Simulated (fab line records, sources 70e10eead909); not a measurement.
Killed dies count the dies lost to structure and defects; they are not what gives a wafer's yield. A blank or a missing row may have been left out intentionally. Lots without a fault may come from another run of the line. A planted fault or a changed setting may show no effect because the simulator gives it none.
Matching of chambers	flow nandHarc	pecvd-01 running NHARC_P_M1_PRE_CLEAN_32: 3 sister chambers
The step time 12 s. 27 wafers are shown with their chamber, then 12 later ones without.

## WAFERS WITH THEIR CHAMBER
wafer	chamber	heaterPowerW (W)
L074.2	1	530
L074.3	2	634
L074.6	0	752
L076.2	1	503
L076.5	1	516
L076.6	2	701
L080.3	1	441
L080.5	2	666
L080.6	1	441
L081.1	1	502
L081.3	2	697
L081.5	2	679
L082.4	1	527
L082.5	2	674
L082.6	0	651
L083.2	0	756
L083.5	0	742
L083.6	2	650
L085.3	0	707
L085.4	2	656
L085.5	0	721
L084.4	2	658
L084.5	0	754
L084.6	1	462
L086.2	0	725
L086.5	0	718
L086.6	2	580

SIGNATURES, as means of the wafers listed above
reading	chamber 0	chamber 1	chamber 2	scatter within a chamber
heaterPowerW	725.11	490.25	659.50	34.8
Rule: a wafer lies at a distance from a chamber equal to the root of the sum of squares, over the readings, of (its reading less the chamber's mean, divided by the reading's scatter). If the next closest chamber is less than 2 further off than the closest, the wafer can't be placed; otherwise it belongs to the closest. The scatter is the square root of a quotient: the sum, over the shown wafers, of each reading's squared deviation from its chamber's mean, divided by wafers minus chambers.

## WAFERS WITHOUT THEIR CHAMBER
wafer	heaterPowerW (W)
L089.3	542
L089.5	742
L089.6	534
L088.2	524
L088.4	523
L088.5	656
L092.1	525
L092.2	690
L092.5	698
L094.2	643
L094.4	623
L094.5	443

## WHICH CHAMBER EACH ONE RAN IN
wafer	from the rows above	in truth
L089.3	can't be placed: 1 or 2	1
L089.5	can't be placed: 0 or 2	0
L089.6	1	1
L088.2	1	1
L088.4	1	1
L088.5	can't be placed: 2 or 0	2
L092.1	1	1
L092.2	can't be placed: 2 or 0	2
L092.5	can't be placed: 0 or 2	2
L094.2	can't be placed: 2 or 0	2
L094.4	can't be placed: 2 or 0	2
L094.5	1	1
5 of 12 placed correctly. Cannot be placed on the basis of these rows: 7; the candidates contain the true chamber in 7. Wrongly placed: 0.
